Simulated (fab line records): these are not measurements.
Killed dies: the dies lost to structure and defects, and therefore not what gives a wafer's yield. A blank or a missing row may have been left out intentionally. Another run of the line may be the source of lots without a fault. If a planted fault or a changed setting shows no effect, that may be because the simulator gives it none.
Matching of chambers	flow n5 finfet	N5_BEOL_M2_DEP_57 on pecvd-02 has 3 sister chambers
The step deposits SiCN from 3MS/NH3, target thk 8 nm, time 14 s. 3 wafers are shown with their chamber, then 7 later ones without.

## WAFERS PAIRED WITH THEIR CHAMBERS
wafer	chamber	showerhead vpp V (V)
L081.2	2	969
L085.2	0	923
L085.4	1	839

## WAFERS WHOSE CHAMBER IS MISSING
wafer	showerhead vpp V (V)
L085.5	915
L090.1	957
L090.3	832
L090.5	919
L091.1	902
L091.2	862
L091.3	946

## WHICH CHAMBER EACH ONE RAN IN
wafer	from the rows above	in truth
L085.5	0	0
L090.1	can't be placed: 2 or 0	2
L090.3	1	1
L090.5	0	0
L091.1	0	0
L091.2	1	1
L091.3	can't be placed: 0 or 2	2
5 of 7 placed correctly. Unplaceable from these rows: 2, with the true chamber sitting among the candidates in 2. 0 placed wrongly.
How it was worked out, from the rows above alone: a wafer's distance from a chamber is the root of the sum, over the readings, of the square of ((its reading less the chamber's mean) divided by the reading's scatter). If the next closest chamber is less than 2 further off than the closest, the wafer can't be placed; otherwise it belongs to the closest. The mean given for a chamber averages the wafers shown for that chamber. The scatter (one wafer shown for each chamber): square how far every hidden wafer sits from the nearest shown wafer, average those squares and take the square root.
